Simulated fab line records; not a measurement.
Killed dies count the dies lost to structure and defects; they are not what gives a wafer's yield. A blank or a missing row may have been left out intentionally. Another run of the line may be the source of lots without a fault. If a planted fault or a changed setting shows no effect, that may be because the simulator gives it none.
What tool caused it? / flow n5 finfet / 72 wafers from 24 lots sampled at 5 of the route's 1938 steps

WHAT THE GAUGES SHOWED, per wafer
N5_FIN_SAQP_THK_MEAS_05.
lot=L074; measured=day 1 20:39; on=film metro-01; thk nm (nm)=38.0 38.7 37.7
lot=L075; measured=day 2 02:53; on=film metro-02; thk nm (nm)=38.7 38.3 38.9
lot=L076; measured=day 2 09:05; on=film metro-02; thk nm (nm)=39.0 39.3 38.1
lot=L077; measured=day 2 14:40; on=film metro-01; thk nm (nm)=37.9 38.1 38.3
lot=L078; measured=day 2 21:01; on=film metro-01; thk nm (nm)=36.8 36.8 38.1
lot=L079; measured=day 3 02:49; on=film metro-01; thk nm (nm)=37.9 36.6 37.1
lot=L080; measured=day 3 08:58; on=film metro-02; thk nm (nm)=37.7 38.2 38.4
lot=L081; measured=day 3 15:04; on=film metro-02; thk nm (nm)=36.8 38.0 38.6
lot=L082; measured=day 3 20:59; on=film metro-02; thk nm (nm)=37.7 36.6 38.9
lot=L083; measured=day 4 03:14; on=film metro-01; thk nm (nm)=36.1 37.8 36.4
lot=L084; measured=day 4 09:30; on=film metro-02; thk nm (nm)=36.7 38.0 37.1
lot=L085; measured=day 4 17:20; on=film metro-01; thk nm (nm)=37.7 38.3 37.8
lot=L086; measured=day 4 22:01; on=film metro-01; thk nm (nm)=37.7 36.9 37.9
lot=L087; measured=day 5 02:43; on=film metro-02; thk nm (nm)=37.7 38.0 37.1
lot=L088; measured=day 5 08:22; on=film metro-01; thk nm (nm)=37.8 38.8 38.0
lot=L089; measured=day 5 14:59; on=film metro-01; thk nm (nm)=37.5 37.8 38.3
lot=L090; measured=day 5 21:08; on=film metro-02; thk nm (nm)=36.2 38.3 38.3
lot=L091; measured=day 6 02:35; on=film metro-02; thk nm (nm)=37.3 37.4 37.3
lot=L092; measured=day 6 09:39; on=film metro-01; thk nm (nm)=37.1 38.6 38.7
lot=L093; measured=day 6 15:52; on=film metro-01; thk nm (nm)=37.5 37.0 38.5
lot=L094; measured=day 6 21:17; on=film metro-01; thk nm (nm)=38.3 38.8 38.7
lot=L095; measured=day 7 03:01; on=film metro-02; thk nm (nm)=37.0 38.4 37.6
lot=L096; measured=day 7 08:58; on=film metro-01; thk nm (nm)=37.2 37.5 39.2
lot=L097; measured=day 7 15:42; on=film metro-02; thk nm (nm)=37.1 39.4 37.4

N5_STI_FIN_REVEAL_FIN_H_MEAS_10.
lot=L074; measured=day 2 15:43; on=ocd-02; trench depth nm (nm)=52.1 51.8 51.3
lot=L075; measured=day 2 18:29; on=ocd-02; trench depth nm (nm)=51.3 50.9 51.4
lot=L076; measured=day 3 00:35; on=ocd-01; trench depth nm (nm)=51.0 50.1 52.0
lot=L077; measured=day 3 07:23; on=ocd-01; trench depth nm (nm)=50.2 51.9 52.1
lot=L078; measured=day 3 13:01; on=ocd-02; trench depth nm (nm)=49.5 49.7 49.8
lot=L079; measured=day 3 18:40; on=ocd-01; trench depth nm (nm)=50.6 50.0 50.8
lot=L080; measured=day 4 01:16; on=ocd-02; trench depth nm (nm)=50.4 50.8 50.9
lot=L081; measured=day 4 06:20; on=ocd-02; trench depth nm (nm)=51.5 51.5 51.0
lot=L082; measured=day 4 12:06; on=ocd-02; trench depth nm (nm)=51.2 50.0 50.2
lot=L083; measured=day 4 19:07; on=ocd-02; trench depth nm (nm)=51.6 51.9 51.7
lot=L084; measured=day 5 02:24; on=ocd-02; trench depth nm (nm)=51.2 51.6 53.4
lot=L085; measured=day 5 12:23; on=ocd-02; trench depth nm (nm)=52.7 51.0 51.9
lot=L086; measured=day 5 15:08; on=ocd-02; trench depth nm (nm)=51.4 51.7 51.1
lot=L087; measured=day 5 18:20; on=ocd-01; trench depth nm (nm)=53.0 51.2 51.9
lot=L088; measured=day 5 23:51; on=ocd-01; trench depth nm (nm)=50.4 51.4 51.3
lot=L089; measured=day 6 06:44; on=ocd-01; trench depth nm (nm)=52.5 52.5 52.6
lot=L090; measured=day 6 12:11; on=ocd-02; trench depth nm (nm)=51.1 52.3 52.0
lot=L091; measured=day 6 18:28; on=ocd-02; trench depth nm (nm)=52.4 52.6 50.9
lot=L092; measured=day 7 01:11; on=ocd-01; trench depth nm (nm)=53.2 51.0 50.6
lot=L093; measured=day 7 07:41; on=ocd-01; trench depth nm (nm)=51.5 49.9 50.1
lot=L094; measured=day 7 14:02; on=ocd-02; trench depth nm (nm)=51.0 51.9 50.8
lot=L095; measured=day 7 20:14; on=ocd-02; trench depth nm (nm)=50.4 51.1 51.8
lot=L096; measured=day 8 00:33; on=ocd-01; trench depth nm (nm)=51.3 50.8 50.4
lot=L097; measured=day 8 07:46; on=ocd-02; trench depth nm (nm)=52.0 50.2 51.8

WHICH TOOL RAN EACH LOT (tool, then ch and the chambers of the sampled wafers, then the start)
lot=L074; N5_FIN_SAQP_ETCH_52=rie diel-06 ch 0,3, day 1 21:32; N5_FIN_CUT_CUT_ETCH_27=rie diel-04 ch 1,2, day 2 04:17; N5_STI_FIN_REVEAL_ALD_00=ald sin-03 ch 0,3, day 2 04:52
lot=L075; N5_FIN_SAQP_ETCH_52=rie diel-05 ch 0,3, day 2 03:43; N5_FIN_CUT_CUT_ETCH_27=rie diel-01 ch 0,2,3, day 2 08:58; N5_STI_FIN_REVEAL_ALD_00=ald sin-04 ch 2,3, day 2 09:29
lot=L076; N5_FIN_SAQP_ETCH_52=rie diel-02 ch 1,2,3, day 2 10:04; N5_FIN_CUT_CUT_ETCH_27=rie diel-04 ch 1,2,3, day 2 15:26; N5_STI_FIN_REVEAL_ALD_00=ald sin-04 ch 1,2,3, day 2 15:59
lot=L077; N5_FIN_SAQP_ETCH_52=rie diel-06 ch 2,3, day 2 15:46; N5_FIN_CUT_CUT_ETCH_27=rie diel-04 ch 0,2, day 2 21:58; N5_STI_FIN_REVEAL_ALD_00=ald sin-03 ch 0,1, day 2 22:37
lot=L078; N5_FIN_SAQP_ETCH_52=rie diel-06 ch 0,1,2, day 2 21:58; N5_FIN_CUT_CUT_ETCH_27=rie diel-04 ch 0,1,2, day 3 03:41; N5_STI_FIN_REVEAL_ALD_00=ald sin-03 ch 0,1,2, day 3 04:08
lot=L079; N5_FIN_SAQP_ETCH_52=rie diel-02 ch 0,2,3, day 3 03:34; N5_FIN_CUT_CUT_ETCH_27=rie diel-04 ch 1,2,3, day 3 09:35; N5_STI_FIN_REVEAL_ALD_00=ald sin-04 ch 0,1,3, day 3 10:03
lot=L080; N5_FIN_SAQP_ETCH_52=rie diel-06 ch 0,1,3, day 3 10:12; N5_FIN_CUT_CUT_ETCH_27=rie diel-04 ch 2,3, day 3 15:57; N5_STI_FIN_REVEAL_ALD_00=ald sin-02 ch 0,2,3, day 3 16:25
lot=L081; N5_FIN_SAQP_ETCH_52=rie diel-06 ch 0,1,2, day 3 15:56; N5_FIN_CUT_CUT_ETCH_27=rie diel-03 ch 0,3, day 3 21:09; N5_STI_FIN_REVEAL_ALD_00=ald sin-02 ch 0,1,3, day 3 21:37
lot=L082; N5_FIN_SAQP_ETCH_52=rie diel-06 ch 1,2, day 3 21:52; N5_FIN_CUT_CUT_ETCH_27=rie diel-03 ch 0,1, day 4 03:01; N5_STI_FIN_REVEAL_ALD_00=ald sin-03 ch 0,1, day 4 03:31
lot=L083; N5_FIN_SAQP_ETCH_52=rie diel-02 ch 1,3, day 4 04:07; N5_FIN_CUT_CUT_ETCH_27=rie diel-03 ch 0,1,2, day 4 09:46; N5_STI_FIN_REVEAL_ALD_00=ald sin-02 ch 0,3, day 4 10:14
lot=L084; N5_FIN_SAQP_ETCH_52=rie diel-02 ch 1,3, day 4 10:28; N5_FIN_CUT_CUT_ETCH_27=rie diel-04 ch 1,2,3, day 4 15:32; N5_STI_FIN_REVEAL_ALD_00=ald sin-03 ch 0,2,3, day 4 17:49
lot=L085; N5_FIN_SAQP_ETCH_52=rie diel-02 ch 0,1,3, day 4 18:14; N5_FIN_CUT_CUT_ETCH_27=rie diel-03 ch 1,2, day 5 02:33; N5_STI_FIN_REVEAL_ALD_00=ald sin-02 ch 0,2,3, day 5 03:47
lot=L086; N5_FIN_SAQP_ETCH_52=rie diel-02 ch 0,2,3, day 4 23:00; N5_FIN_CUT_CUT_ETCH_27=rie diel-04 ch 1,3, day 5 05:52; N5_STI_FIN_REVEAL_ALD_00=ald sin-03 ch 0,1,2, day 5 06:31
lot=L087; N5_FIN_SAQP_ETCH_52=rie diel-05 ch 1,2,3, day 5 03:40; N5_FIN_CUT_CUT_ETCH_27=rie diel-01 ch 0,3, day 5 09:05; N5_STI_FIN_REVEAL_ALD_00=ald sin-03 ch 0,1,3, day 5 09:34
lot=L088; N5_FIN_SAQP_ETCH_52=rie diel-05 ch 0,1, day 5 09:20; N5_FIN_CUT_CUT_ETCH_27=rie diel-01 ch 0,1,3, day 5 14:48; N5_STI_FIN_REVEAL_ALD_00=ald sin-03 ch 1,2, day 5 15:17
lot=L089; N5_FIN_SAQP_ETCH_52=rie diel-02 ch 0,2, day 5 16:14; N5_FIN_CUT_CUT_ETCH_27=rie diel-04 ch 0,2,3, day 5 21:41; N5_STI_FIN_REVEAL_ALD_00=ald sin-02 ch 0,1, day 5 22:10
lot=L090; N5_FIN_SAQP_ETCH_52=rie diel-02 ch 0,1,2, day 5 21:54; N5_FIN_CUT_CUT_ETCH_27=rie diel-03 ch 0,1,2, day 6 03:03; N5_STI_FIN_REVEAL_ALD_00=ald sin-03 ch 0,1, day 6 03:31
lot=L091; N5_FIN_SAQP_ETCH_52=rie diel-05 ch 0,2,3, day 6 03:28; N5_FIN_CUT_CUT_ETCH_27=rie diel-04 ch 0,1,3, day 6 09:25; N5_STI_FIN_REVEAL_ALD_00=ald sin-03 ch 0,1,3, day 6 09:53
lot=L092; N5_FIN_SAQP_ETCH_52=rie diel-05 ch 0,2, day 6 10:39; N5_FIN_CUT_CUT_ETCH_27=rie diel-04 ch 1,2,3, day 6 15:50; N5_STI_FIN_REVEAL_ALD_00=ald sin-03 ch 0,1, day 6 16:31
lot=L093; N5_FIN_SAQP_ETCH_52=rie diel-02 ch 0,1,3, day 6 16:44; N5_FIN_CUT_CUT_ETCH_27=rie diel-04 ch 1,2, day 6 22:11; N5_STI_FIN_REVEAL_ALD_00=ald sin-03 ch 2,3, day 6 23:05
lot=L094; N5_FIN_SAQP_ETCH_52=rie diel-02 ch 1,3, day 6 22:02; N5_FIN_CUT_CUT_ETCH_27=rie diel-01 ch 0,1,2, day 7 04:41; N5_STI_FIN_REVEAL_ALD_00=ald sin-03 ch 0,1,3, day 7 05:28
lot=L095; N5_FIN_SAQP_ETCH_52=rie diel-05 ch 0,2,3, day 7 03:53; N5_FIN_CUT_CUT_ETCH_27=rie diel-04 ch 2,3, day 7 09:16; N5_STI_FIN_REVEAL_ALD_00=ald sin-04 ch 0,1,3, day 7 11:30
lot=L096; N5_FIN_SAQP_ETCH_52=rie diel-05 ch 0,1,2, day 7 09:51; N5_FIN_CUT_CUT_ETCH_27=rie diel-04 ch 2,3, day 7 15:02; N5_STI_FIN_REVEAL_ALD_00=ald sin-02 ch 0,1,3, day 7 15:35
lot=L097; N5_FIN_SAQP_ETCH_52=rie diel-05 ch 1,2,3, day 7 16:33; N5_FIN_CUT_CUT_ETCH_27=rie diel-04 ch 2,3, day 7 22:41; N5_STI_FIN_REVEAL_ALD_00=ald sin-02 ch 0,1,2, day 7 23:10
- N5_FIN_SAQP_ETCH_52: etches SOC in N2/H2, target depth 100 nm, overetch 20 nm, time 150 s.
- N5_FIN_CUT_CUT_ETCH_27: etches SiO2 in CHF3/O2, target depth 4 nm, overetch 2 nm, time 4.9 s.
- N5_STI_FIN_REVEAL_ALD_00: deposits SiO2, target thk 1 nm, pulse time 1 s.

AS READ BY THE TOOLS THEMSELVES (means over the sampled wafers that have a number; for cases with no such wafer, the mark the record gives instead)
N5_FIN_SAQP_ETCH_52.
lot=L074; tool=rie diel-06; drypump motor current A (A)=5.1; oes product au (a.u.)=0.68; rf vpp V (V)=526.6; showerhead plenum p Torr (Torr)=2.60; throttle valve pct (%)=17.81
lot=L075; tool=rie diel-05; drypump motor current A (A)=6.1; oes product au (a.u.)=0.72; rf vpp V (V)=523.8; showerhead plenum p Torr (Torr)=2.50; throttle valve pct (%)=17.51
lot=L076; tool=rie diel-02; drypump motor current A (A)=5.4; oes product au (a.u.)=0.68; rf vpp V (V)=525.6; showerhead plenum p Torr (Torr)=2.63; throttle valve pct (%)=18.12
lot=L077; tool=rie diel-06; drypump motor current A (A)=5.0; oes product au (a.u.)=0.63; rf vpp V (V)=523.7; showerhead plenum p Torr (Torr)=2.54; throttle valve pct (%)=17.70
lot=L078; tool=rie diel-06; drypump motor current A (A)=5.8; oes product au (a.u.)=0.71; rf vpp V (V)=526.6; showerhead plenum p Torr (Torr)=2.62; throttle valve pct (%)=17.73
lot=L079; tool=rie diel-02; drypump motor current A (A)=5.5; oes product au (a.u.)=0.65; rf vpp V (V)=526.7; showerhead plenum p Torr (Torr)=2.65; throttle valve pct (%)=18.13
lot=L080; tool=rie diel-06; drypump motor current A (A)=5.5; oes product au (a.u.)=0.71; rf vpp V (V)=525.3; showerhead plenum p Torr (Torr)=2.59; throttle valve pct (%)=17.69
lot=L081; tool=rie diel-06; drypump motor current A (A)=5.7; oes product au (a.u.)=0.71; rf vpp V (V)=526.6; showerhead plenum p Torr (Torr)=2.62; throttle valve pct (%)=17.74
lot=L082; tool=rie diel-06; drypump motor current A (A)=5.8; oes product au (a.u.)=0.68; rf vpp V (V)=525.3; showerhead plenum p Torr (Torr)=2.60; throttle valve pct (%)=17.70
lot=L083; tool=rie diel-02; drypump motor current A (A)=5.5; oes product au (a.u.)=0.66; rf vpp V (V)=525.5; showerhead plenum p Torr (Torr)=2.60; throttle valve pct (%)=18.07
lot=L084; tool=rie diel-02; drypump motor current A (A)=5.4; oes product au (a.u.)=0.66; rf vpp V (V)=525.8; showerhead plenum p Torr (Torr)=2.60; throttle valve pct (%)=18.07
lot=L085; tool=rie diel-02; drypump motor current A (A)=5.8; oes product au (a.u.)=0.67; rf vpp V (V)=525.1; showerhead plenum p Torr (Torr)=2.61; throttle valve pct (%)=18.12
lot=L086; tool=rie diel-02; drypump motor current A (A)=5.5; oes product au (a.u.)=0.65; rf vpp V (V)=526.0; showerhead plenum p Torr (Torr)=2.64; throttle valve pct (%)=18.16
lot=L087; tool=rie diel-05; drypump motor current A (A)=5.5; oes product au (a.u.)=0.70; rf vpp V (V)=523.8; showerhead plenum p Torr (Torr)=2.55; throttle valve pct (%)=17.60
lot=L088; tool=rie diel-05; drypump motor current A (A)=5.4; oes product au (a.u.)=0.68; rf vpp V (V)=522.5; showerhead plenum p Torr (Torr)=2.51; throttle valve pct (%)=17.57
lot=L089; tool=rie diel-02; drypump motor current A (A)=5.5; oes product au (a.u.)=0.65; rf vpp V (V)=526.0; showerhead plenum p Torr (Torr)=2.66; throttle valve pct (%)=18.24
lot=L090; tool=rie diel-02; drypump motor current A (A)=5.7; oes product au (a.u.)=0.67; rf vpp V (V)=525.5; showerhead plenum p Torr (Torr)=2.62; throttle valve pct (%)=18.21
lot=L091; tool=rie diel-05; drypump motor current A (A)=5.9; oes product au (a.u.)=0.72; rf vpp V (V)=523.1; showerhead plenum p Torr (Torr)=2.51; throttle valve pct (%)=17.56
lot=L092; tool=rie diel-05; drypump motor current A (A)=6.1; oes product au (a.u.)=0.77; rf vpp V (V)=522.3; showerhead plenum p Torr (Torr)=2.46; throttle valve pct (%)=17.45
lot=L093; tool=rie diel-02; drypump motor current A (A)=5.7; oes product au (a.u.)=0.65; rf vpp V (V)=525.9; showerhead plenum p Torr (Torr)=2.60; throttle valve pct (%)=18.15
lot=L094; tool=rie diel-02; drypump motor current A (A)=5.4; oes product au (a.u.)=0.64; rf vpp V (V)=525.6; showerhead plenum p Torr (Torr)=2.59; throttle valve pct (%)=18.11
lot=L095; tool=rie diel-05; drypump motor current A (A)=5.9; oes product au (a.u.)=0.71; rf vpp V (V)=523.7; showerhead plenum p Torr (Torr)=2.51; throttle valve pct (%)=17.56
lot=L096; tool=rie diel-05; drypump motor current A (A)=5.7; oes product au (a.u.)=0.72; rf vpp V (V)=521.2; showerhead plenum p Torr (Torr)=2.48; throttle valve pct (%)=17.53
lot=L097; tool=rie diel-05; drypump motor current A (A)=5.5; oes product au (a.u.)=0.68; rf vpp V (V)=523.4; showerhead plenum p Torr (Torr)=2.54; throttle valve pct (%)=17.63

N5_FIN_CUT_CUT_ETCH_27.
lot=L074; tool=rie diel-04; CHF3_flow_sccm (sccm)=50.00; drypump motor current A (A)=5.4; oes_o_777_au (a.u.)=0.80; oes product au (a.u.)=0.63; rf vpp V (V)=526; showerhead plenum p Torr (Torr)=2.37; throttle valve pct (%)=18.69
lot=L075; tool=rie diel-01; CHF3_flow_sccm (sccm)=49.99; drypump motor current A (A)=5.4; oes_o_777_au (a.u.)=0.71; oes product au (a.u.)=0.56; rf vpp V (V)=534; showerhead plenum p Torr (Torr)=2.37; throttle valve pct (%)=18.87
lot=L076; tool=rie diel-04; CHF3_flow_sccm (sccm)=49.99; drypump motor current A (A)=5.6; oes_o_777_au (a.u.)=0.79; oes product au (a.u.)=0.62; rf vpp V (V)=519; showerhead plenum p Torr (Torr)=2.37; throttle valve pct (%)=18.75
lot=L077; tool=rie diel-04; CHF3_flow_sccm (sccm)=50.07; drypump motor current A (A)=5.1; oes_o_777_au (a.u.)=0.70; oes product au (a.u.)=0.57; rf vpp V (V)=527; showerhead plenum p Torr (Torr)=2.41; throttle valve pct (%)=19.00
lot=L078; tool=rie diel-04; CHF3_flow_sccm (sccm)=50.08; drypump motor current A (A)=5.2; oes_o_777_au (a.u.)=0.75; oes product au (a.u.)=0.60; rf vpp V (V)=526; showerhead plenum p Torr (Torr)=2.39; throttle valve pct (%)=18.86
lot=L079; tool=rie diel-04; CHF3_flow_sccm (sccm)=49.95; drypump motor current A (A)=5.6; oes_o_777_au (a.u.)=0.78; oes product au (a.u.)=0.61; rf vpp V (V)=519; showerhead plenum p Torr (Torr)=2.37; throttle valve pct (%)=18.76
lot=L080; tool=rie diel-04; CHF3_flow_sccm (sccm)=49.84; drypump motor current A (A)=5.3; oes_o_777_au (a.u.)=0.75; oes product au (a.u.)=0.59; rf vpp V (V)=511; showerhead plenum p Torr (Torr)=2.32; throttle valve pct (%)=18.71
lot=L081; tool=rie diel-03; CHF3_flow_sccm (sccm)=49.95; drypump motor current A (A)=5.8; oes_o_777_au (a.u.)=0.83; oes product au (a.u.)=0.66; rf vpp V (V)=519; showerhead plenum p Torr (Torr)=2.35; throttle valve pct (%)=18.93
lot=L082; tool=rie diel-03; CHF3_flow_sccm (sccm)=49.84; drypump motor current A (A)=5.2; oes_o_777_au (a.u.)=0.72; oes product au (a.u.)=0.57; rf vpp V (V)=515; showerhead plenum p Torr (Torr)=2.31; throttle valve pct (%)=18.90
lot=L083; tool=rie diel-03; CHF3_flow_sccm (sccm)=49.94; drypump motor current A (A)=5.2; oes_o_777_au (a.u.)=0.77; oes product au (a.u.)=0.60; rf vpp V (V)=518; showerhead plenum p Torr (Torr)=2.37; throttle valve pct (%)=18.91
lot=L084; tool=rie diel-04; CHF3_flow_sccm (sccm)=50.03; drypump motor current A (A)=5.6; oes_o_777_au (a.u.)=0.78; oes product au (a.u.)=0.61; rf vpp V (V)=519; showerhead plenum p Torr (Torr)=2.37; throttle valve pct (%)=18.79
lot=L085; tool=rie diel-03; CHF3_flow_sccm (sccm)=50.05; drypump motor current A (A)=5.3; oes_o_777_au (a.u.)=0.81; oes product au (a.u.)=0.64; rf vpp V (V)=521; showerhead plenum p Torr (Torr)=2.43; throttle valve pct (%)=18.90
lot=L086; tool=rie diel-04; CHF3_flow_sccm (sccm)=50.22; drypump motor current A (A)=5.9; oes_o_777_au (a.u.)=0.80; oes product au (a.u.)=0.62; rf vpp V (V)=530; showerhead plenum p Torr (Torr)=2.41; throttle valve pct (%)=18.84
lot=L087; tool=rie diel-01; CHF3_flow_sccm (sccm)=50.00; drypump motor current A (A)=5.5; oes_o_777_au (a.u.)=0.71; oes product au (a.u.)=0.54; rf vpp V (V)=520; showerhead plenum p Torr (Torr)=2.41; throttle valve pct (%)=18.92
lot=L088; tool=rie diel-01; CHF3_flow_sccm (sccm)=49.88; drypump motor current A (A)=5.3; oes_o_777_au (a.u.)=0.72; oes product au (a.u.)=0.57; rf vpp V (V)=526; showerhead plenum p Torr (Torr)=2.36; throttle valve pct (%)=19.04
lot=L089; tool=rie diel-04; CHF3_flow_sccm (sccm)=49.98; drypump motor current A (A)=5.5; oes_o_777_au (a.u.)=0.81; oes product au (a.u.)=0.66; rf vpp V (V)=520; showerhead plenum p Torr (Torr)=2.39; throttle valve pct (%)=18.84
lot=L090; tool=rie diel-03; CHF3_flow_sccm (sccm)=49.96; drypump motor current A (A)=5.2; oes_o_777_au (a.u.)=0.85; oes product au (a.u.)=0.67; rf vpp V (V)=520; showerhead plenum p Torr (Torr)=2.46; throttle valve pct (%)=18.80
lot=L091; tool=rie diel-04; CHF3_flow_sccm (sccm)=50.09; drypump motor current A (A)=5.8; oes_o_777_au (a.u.)=0.84; oes product au (a.u.)=0.67; rf vpp V (V)=530; showerhead plenum p Torr (Torr)=2.43; throttle valve pct (%)=18.88
lot=L092; tool=rie diel-04; CHF3_flow_sccm (sccm)=50.00; drypump motor current A (A)=5.6; oes_o_777_au (a.u.)=0.76; oes product au (a.u.)=0.60; rf vpp V (V)=520; showerhead plenum p Torr (Torr)=2.36; throttle valve pct (%)=18.80
lot=L093; tool=rie diel-04; CHF3_flow_sccm (sccm)=49.96; drypump motor current A (A)=5.4; oes_o_777_au (a.u.)=0.77; oes product au (a.u.)=0.61; rf vpp V (V)=525; showerhead plenum p Torr (Torr)=2.36; throttle valve pct (%)=18.74
lot=L094; tool=rie diel-01; CHF3_flow_sccm (sccm)=49.96; drypump motor current A (A)=5.3; oes_o_777_au (a.u.)=0.78; oes product au (a.u.)=0.63; rf vpp V (V)=538; showerhead plenum p Torr (Torr)=2.31; throttle valve pct (%)=18.92
lot=L095; tool=rie diel-04; CHF3_flow_sccm (sccm)=50.05; drypump motor current A (A)=5.3; oes_o_777_au (a.u.)=0.73; oes product au (a.u.)=0.58; rf vpp V (V)=511; showerhead plenum p Torr (Torr)=2.32; throttle valve pct (%)=18.75
lot=L096; tool=rie diel-04; CHF3_flow_sccm (sccm)=49.99; drypump motor current A (A)=5.3; oes_o_777_au (a.u.)=0.73; oes product au (a.u.)=0.58; rf vpp V (V)=509; showerhead plenum p Torr (Torr)=2.32; throttle valve pct (%)=18.76
lot=L097; tool=rie diel-04; CHF3_flow_sccm (sccm)=50.13; drypump motor current A (A)=5.8; oes_o_777_au (a.u.)=0.74; oes product au (a.u.)=0.58; rf vpp V (V)=513; showerhead plenum p Torr (Torr)=2.36; throttle valve pct (%)=18.87

N5_STI_FIN_REVEAL_ALD_00.
lot=L074; tool=ald sin-03; heater power w (W)=443; precursor pulse height rel=1.009
lot=L075; tool=ald sin-04; heater power w (W)=398; precursor pulse height rel=1.006
lot=L076; tool=ald sin-04; heater power w (W)=429; precursor pulse height rel=1.019
lot=L077; tool=ald sin-03; heater power w (W)=480; precursor pulse height rel=1.001
lot=L078; tool=ald sin-03; heater power w (W)=502; precursor pulse height rel=0.994
lot=L079; tool=ald sin-04; heater power w (W)=410; precursor pulse height rel=0.996
lot=L080; tool=ald sin-02; heater power w (W)=468; precursor pulse height rel=0.998
lot=L081; tool=ald sin-02; heater power w (W)=485; precursor pulse height rel=0.999
lot=L082; tool=ald sin-03; heater power w (W)=467; precursor pulse height rel=0.983
lot=L083; tool=ald sin-02; heater power w (W)=477; precursor pulse height rel=0.990
lot=L084; tool=ald sin-03; heater power w (W)=488; precursor pulse height rel=1.024
lot=L085; tool=ald sin-02; heater power w (W)=477; precursor pulse height rel=0.994
lot=L086; tool=ald sin-03; heater power w (W)=521; precursor pulse height rel=1.002
lot=L087; tool=ald sin-03; heater power w (W)=461; precursor pulse height rel=1.003
lot=L088; tool=ald sin-03; heater power w (W)=504; precursor pulse height rel=0.980
lot=L089; tool=ald sin-02; heater power w (W)=446; precursor pulse height rel=0.994
lot=L090; tool=ald sin-03; heater power w (W)=516; precursor pulse height rel=0.997
lot=L091; tool=ald sin-03; heater power w (W)=457; precursor pulse height rel=0.985
lot=L092; tool=ald sin-03; heater power w (W)=515; precursor pulse height rel=0.999
lot=L093; tool=ald sin-03; heater power w (W)=445; precursor pulse height rel=0.999
lot=L094; tool=ald sin-03; heater power w (W)=455; precursor pulse height rel=1.001
lot=L095; tool=ald sin-04; heater power w (W)=412; precursor pulse height rel=1.003
lot=L096; tool=ald sin-02; heater power w (W)=470; precursor pulse height rel=1.004
lot=L097; tool=ald sin-02; heater power w (W)=465; precursor pulse height rel=0.986

THE ANSWER, worked out from the rows above alone
Rule: usual is defined by the lots themselves. Put in order of their means at a reading, lots are off if they are a third of the lots or fewer, leave a main group of 4 or more, and stand apart from it by a gap of 3 or more times the standard deviation of the main group's means; of several such gaps the widest counts. Not used: any main group whose means are identical at the precision the tables above print for the reading. A lot without any number at a reading at which 4 lots or more have one is off too. Any other lot the step has rows for is counted as sound. After the gauges, taken in route order, come the tools' own readings; for these a lot's mean is taken, as printed above. At the first step where some lot is off, the reading lying furthest off is the one used; lots without a number count as furthest.
Nothing can be told from this: no lot is off at any reading shown.

WHAT THE SIMULATOR HAD INSERTED
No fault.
